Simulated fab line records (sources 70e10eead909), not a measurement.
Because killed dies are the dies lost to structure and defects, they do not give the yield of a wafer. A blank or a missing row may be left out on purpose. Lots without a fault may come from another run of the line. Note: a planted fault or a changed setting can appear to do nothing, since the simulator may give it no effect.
Matching of chambers || flow nandHarc || NHARC_P_BONDPAD_CMP_19 on cmp-04: 4 sister chambers
The step polishes, t overpolish 30 s, cu recess touch 16 s, target thk 160.81 nm. 4 wafers are shown with their chamber, then 8 later ones without.

## WAFERS PAIRED WITH THEIR CHAMBERS
{"wafer": "L082.1", "chamber": 2, "motorCurrentA (A)": 12.4}
{"wafer": "L090.1", "chamber": 3, "motorCurrentA (A)": 10.9}
{"wafer": "L090.4", "chamber": 1, "motorCurrentA (A)": 10.7}
{"wafer": "L097.1", "chamber": 0, "motorCurrentA (A)": 13.3}

## WAFERS WITHOUT THEIR CHAMBER
{"wafer": "L097.2", "motorCurrentA (A)": 11.3}
{"wafer": "L097.6", "motorCurrentA (A)": 13.8}
{"wafer": "L095.1", "motorCurrentA (A)": 12.8}
{"wafer": "L095.3", "motorCurrentA (A)": 10.9}
{"wafer": "L095.5", "motorCurrentA (A)": 11.6}
{"wafer": "L096.2", "motorCurrentA (A)": 11.1}
{"wafer": "L096.4", "motorCurrentA (A)": 11.4}
{"wafer": "L096.5", "motorCurrentA (A)": 13.9}

## THE CHAMBER EACH PASSED THROUGH
{"wafer": "L097.2", "from the rows above": "can't be placed: 3 or 1 or 2", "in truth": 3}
{"wafer": "L097.6", "from the rows above": "can't be placed: 0 or 2", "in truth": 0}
{"wafer": "L095.1", "from the rows above": "can't be placed: 2 or 0", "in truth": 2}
{"wafer": "L095.3", "from the rows above": "can't be placed: 3 or 1", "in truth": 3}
{"wafer": "L095.5", "from the rows above": "can't be placed: 3 or 2 or 1", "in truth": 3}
{"wafer": "L096.2", "from the rows above": "can't be placed: 3 or 1", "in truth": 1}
{"wafer": "L096.4", "from the rows above": "can't be placed: 3 or 1 or 2", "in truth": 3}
{"wafer": "L096.5", "from the rows above": "can't be placed: 0 or 2", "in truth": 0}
Correctly placed: 0 of 8. Unplaceable from these rows: 8, with the true chamber sitting among the candidates in 8. Wrongly placed: 0.
How it was worked out, from the rows above alone: a wafer's distance from a chamber is the root of the sum, over the readings, of the square of ((its reading less the chamber's mean) divided by the reading's scatter). The wafer belongs to the nearest chamber; if the next one is less than 2 further off, it can't be placed. For every chamber, the mean is computed from those of its wafers that are shown. The scatter (one wafer shown for each chamber): square how far every hidden wafer sits from the nearest shown wafer, average those squares and take the square root.
